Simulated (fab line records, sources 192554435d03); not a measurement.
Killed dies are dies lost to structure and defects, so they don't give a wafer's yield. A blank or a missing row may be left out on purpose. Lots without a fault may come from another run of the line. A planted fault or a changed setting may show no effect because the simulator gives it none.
Split-lot experiment | flow n5_finfet | 7 lots, 21 wafers read, on a route of 1938 steps

THE SPLIT
At N5_BEOL_M5_COAT_22 (resist thk 30 nm), the setting spin_rpm was moved away from the recipe's 1500 rpm on 7 of the 21 wafers read, by -5.9% to +10.4%. The other wafers ran this setting at the recipe's value.

FROM THE SPLIT TO THE READING: what the file shows between them, 2 steps
- N5_BEOL_M5_EBR_24
- N5_BEOL_M5_SOFTBAKE_23: time 60 s

THE READING
CAR-EUV_of_BEOL_M5_COAT_22.thk_nm (the simulator's own value, which no gauge read), in nm, at N5_BEOL_M5_DESCUM_33 (chemistry O2, time 7 s). The file gives no usual value for it. The 14 wafers here that ran the recipe average 26.0 nm, standard deviation 0.12 nm.

wafer  | tool, chamber at the split | spin_rpm as run, rpm | against the recipe | CAR-EUV_of_BEOL_M5_COAT_22.thk_nm, nm | against lot-mates on the recipe
L074.1 | litho_track-01, 0          | 1500                 | recipe             | 26.2                                  | -
L074.3 | litho_track-01, 0          | 1656                 | +10.4%             | 24.6                                  | -1.6
L074.4 | litho_track-01, 0          | 1656                 | +10.4%             | 24.6                                  | -1.6
L077.2 | litho_track-05, 0          | 1500                 | recipe             | 26.2                                  | -
L077.6 | litho_track-05, 0          | 1500                 | recipe             | 26.2                                  | -
L077.3 | litho_track-05, 0          | 1616                 | +7.7%              | 25                                    | -1.2
L078.1 | litho_track-05, 0          | 1500                 | recipe             | 26                                    | -
L078.2 | litho_track-05, 0          | 1500                 | recipe             | 26                                    | -
L078.6 | litho_track-05, 0          | 1500                 | recipe             | 26                                    | -
L080.2 | litho_track-04, 0          | 1500                 | recipe             | 26                                    | -
L080.3 | litho_track-04, 0          | 1500                 | recipe             | 26                                    | -
L080.5 | litho_track-04, 0          | 1500                 | recipe             | 26                                    | -
L082.2 | litho_track-01, 0          | 1500                 | recipe             | 26                                    | -
L082.3 | litho_track-01, 0          | 1500                 | recipe             | 25.8                                  | -
L082.5 | litho_track-01, 0          | 1500                 | recipe             | 25.8                                  | -
L086.1 | litho_track-05, 0          | 1500                 | recipe             | 26                                    | -
L086.5 | litho_track-05, 0          | 1412                 | -5.9%              | 27                                    | +1.0
L086.6 | litho_track-05, 0          | 1412                 | -5.9%              | 27                                    | +1.0
L095.1 | litho_track-01, 0          | 1421                 | -5.3%              | 27                                    | +1.0
L095.3 | litho_track-01, 0          | 1421                 | -5.3%              | 27.2                                  | +1.2
L095.4 | litho_track-01, 0          | 1500                 | recipe             | 26                                    | -

THE FIT
A straight line over all 21 wafers: CAR-EUV_of_BEOL_M5_COAT_22.thk_nm changes by -0.151 nm for each +1% of spin_rpm; r = -0.98; the points scatter about the line by 0.15 nm.
The same after taking each lot's own level away (the mean of its wafers on the recipe; 21 wafers): -0.165 nm for each +1%; r = -0.99; scatter 0.09 nm.
On that fit, the largest move of spin_rpm shifts the reading by 1.7 nm.
The lots' own levels span 25.87 to 26.20 nm, that is 2.8 times the standard deviation above.
So the lot-to-lot level changes the slope little: the two slopes agree.
Check: with one of the wafers moved furthest among these (+10.4%) left out of the fit, the line predicts -1.71 nm for it against its lot-mates. It came out at -1.6 nm against them.

OTHER SPLITS ON THESE WAFERS
These wafers also went through other splits before the reading. Each is held against what the fit with the lots' levels taken away leaves over:
other split on the same wafers     | wafers away from the commonest value | r with CAR-EUV_of_BEOL_M5_COAT_22.thk_nm (lot level and that fit taken away)
N5_BEOL_M4_TRENCH_ETCH_37 source_w | 9                                    | -0.12

THE WHOLE CHAIN: every reading that the file lists as answering this split, in the file's order
step                 | what it does           | reading                                                                            | change (the file's fit)               | r (the file's)
N5_BEOL_M5_COAT_22   | resist thk 30 nm       | CAR-EUV_of_BEOL_M5_COAT_22.thk_nm (the simulator's own value, which no gauge read) | -0.145 nm for each +1% of the setting | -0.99
N5_BEOL_M5_DESCUM_33 | chemistry O2, time 7 s | CAR-EUV_of_BEOL_M5_COAT_22.thk_nm (the simulator's own value, which no gauge read) | -0.163 nm for each +1% of the setting | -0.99

THE FILE'S OWN FIT
CAR-EUV_of_BEOL_M5_COAT_22.thk_nm changes by -0.163 nm for each +1% of spin_rpm, r = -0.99.
